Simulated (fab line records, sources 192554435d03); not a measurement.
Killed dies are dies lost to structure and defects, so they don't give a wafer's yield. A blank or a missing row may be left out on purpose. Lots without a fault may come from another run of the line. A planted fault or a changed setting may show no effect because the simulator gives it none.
Chamber matching | flow n5_finfet | N5_BEOL_M0_STRIP_104 on rie_diel-01: 4 sister chambers
The step strips in N2/H2. 7 wafers are shown with their chamber, then 7 later ones without.

WAFERS WITH THEIR CHAMBER
wafer  | chamber | drypump_motor_current_A (A) | showerhead_plenum_p_Torr (Torr)
L084.5 | 3       | 5.4                         | 2.51
L086.5 | 0       | 6.7                         | 2.62
L087.3 | 3       | 5.5                         | 2.51
L087.4 | 1       | 6.5                         | 2.56
L087.6 | 2       | 5.3                         | 2.50
L090.3 | 1       | 6.4                         | 2.56
L090.4 | 0       | 6.7                         | 2.61

WAFERS WITHOUT THEIR CHAMBER
wafer  | drypump_motor_current_A (A) | showerhead_plenum_p_Torr (Torr)
L090.6 | 6.5                         | 2.56
L094.1 | 6.4                         | 2.55
L094.4 | 6.7                         | 2.61
L094.6 | 5.5                         | 2.50
L095.1 | 6.4                         | 2.55
L095.3 | 6.7                         | 2.61
L095.4 | 5.3                         | 2.50

WHICH CHAMBER EACH WENT THROUGH
wafer  | from the rows above     | in truth
L090.6 | 1                       | 1
L094.1 | 1                       | 1
L094.4 | 0                       | 0
L094.6 | can't be placed: 3 or 2 | 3
L095.1 | 1                       | 1
L095.3 | 0                       | 0
L095.4 | 2                       | 2
Placed correctly: 6 of 7. Can't be placed from these rows: 1 (the true chamber is among the candidates in 1). Placed wrongly: 0.
How it was worked out, from the rows above alone: a wafer's distance from a chamber is the root of the sum, over the readings, of the square of ((its reading less the chamber's mean) divided by the reading's scatter). The wafer belongs to the nearest chamber; if the next one is less than 2 further off, it can't be placed. A chamber's mean is the mean of its shown wafers. The scatter: the root of (the sum of the squares of (reading less its chamber's mean) over the shown wafers, divided by (wafers less chambers)).
